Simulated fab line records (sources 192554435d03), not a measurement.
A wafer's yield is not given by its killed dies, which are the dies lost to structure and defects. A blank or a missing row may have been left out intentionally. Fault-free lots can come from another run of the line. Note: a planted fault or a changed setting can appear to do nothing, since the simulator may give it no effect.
Chamber matching + flow n5 finfet + pecvd-01 running N5_BEOL_M11_PECVD_70: 3 sister chambers
The step deposits SiO2 from TEOS/O2, target thk 20 nm, time 22.7 s. 6 wafers are shown with their chamber, then 9 later ones without.

WAFERS WITH THEIR CHAMBER
| wafer  | chamber | throttle valve pct (%) | showerhead plenum p Torr (Torr) |
|--------|---------|------------------------|---------------------------------|
| L080.1 | 1       | 22.2                   | 8.94                            |
| L081.2 | 2       | 24.2                   | 8.81                            |
| L081.6 | 0       | 22.4                   | 8.94                            |
| L086.4 | 2       | 24.4                   | 8.80                            |
| L086.5 | 1       | 22.0                   | 8.91                            |
| L086.6 | 0       | 22.1                   | 8.91                            |

WAFERS WITHOUT THEIR CHAMBER
| wafer  | throttle valve pct (%) | showerhead plenum p Torr (Torr) |
|--------|------------------------|---------------------------------|
| L087.4 | 22.0                   | 8.92                            |
| L087.5 | 22.1                   | 8.93                            |
| L087.6 | 24.3                   | 8.81                            |
| L094.1 | 22.3                   | 8.95                            |
| L094.2 | 24.6                   | 8.82                            |
| L094.5 | 22.3                   | 8.91                            |
| L097.2 | 22.3                   | 8.93                            |
| L097.3 | 24.4                   | 8.79                            |
| L097.4 | 21.8                   | 8.91                            |

EACH ONE'S CHAMBER
| wafer  | from the rows above     | in truth |
|--------|-------------------------|----------|
| L087.4 | can't be placed: 1 or 0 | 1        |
| L087.5 | can't be placed: 1 or 0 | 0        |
| L087.6 | 2                       | 2        |
| L094.1 | can't be placed: 0 or 1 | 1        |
| L094.2 | 2                       | 2        |
| L094.5 | can't be placed: 0 or 1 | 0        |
| L097.2 | can't be placed: 0 or 1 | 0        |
| L097.3 | 2                       | 2        |
| L097.4 | can't be placed: 1 or 0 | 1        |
Correctly placed: 3 of 9. These rows do not allow placing 6 (true chamber among the candidates in 6). Wrongly placed: 0.
How it was worked out, from the rows above alone: a wafer's distance from a chamber is the root of the sum, over the readings, of the square of ((its reading less the chamber's mean) divided by the reading's scatter). If the next closest chamber is less than 2 further off than the closest, the wafer can't be placed; otherwise it belongs to the closest. The mean given for a chamber averages the wafers shown for that chamber. The scatter: the root of (the sum of the squares of (reading less its chamber's mean) over the shown wafers, divided by (wafers less chambers)).
